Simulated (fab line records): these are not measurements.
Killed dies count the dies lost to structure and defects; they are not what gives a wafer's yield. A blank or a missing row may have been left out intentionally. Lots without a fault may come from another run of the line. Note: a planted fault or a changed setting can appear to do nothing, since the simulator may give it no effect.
Chamber matching    flow n5 finfet    N5_BEOL_M0_PRE_CLEAN_131 on cvd co-02: 3 sister chambers
The step time 15 s. 6 wafers are shown with their chamber, then 12 later ones without.

== WAFERS WITH THEIR CHAMBER ==
wafer   chamber  heater power w (W)
L089.1  0        66
L089.2  2        96
L089.3  1        83
L089.4  0        68
L089.5  2        95
L089.6  1        83

== WAFERS WHOSE CHAMBER IS MISSING ==
wafer   heater power w (W)
L090.3  68
L090.4  69
L090.5  84
L093.1  66
L093.2  98
L093.3  85
L093.4  82
L093.5  69
L093.6  96
L094.1  83
L094.2  99
L094.4  85

== WHICH CHAMBER EACH ONE RAN IN ==
wafer   from the rows above  in truth
L090.3  0                    0
L090.4  0                    0
L090.5  1                    1
L093.1  0                    0
L093.2  2                    2
L093.3  1                    1
L093.4  1                    1
L093.5  0                    0
L093.6  2                    2
L094.1  1                    1
L094.2  2                    2
L094.4  1                    1
Placed correctly: 12 of 12. Number that these rows cannot place: 0. 0 placed wrongly.
How it was worked out, from the rows above alone: a wafer's distance from a chamber is the root of the sum, over the readings, of the square of ((its reading less the chamber's mean) divided by the reading's scatter). If the next closest chamber is less than 2 further off than the closest, the wafer can't be placed; otherwise it belongs to the closest. A chamber's mean is the mean of its shown wafers. The scatter is the square root of a quotient: the sum, over the shown wafers, of each reading's squared deviation from its chamber's mean, divided by wafers minus chambers.
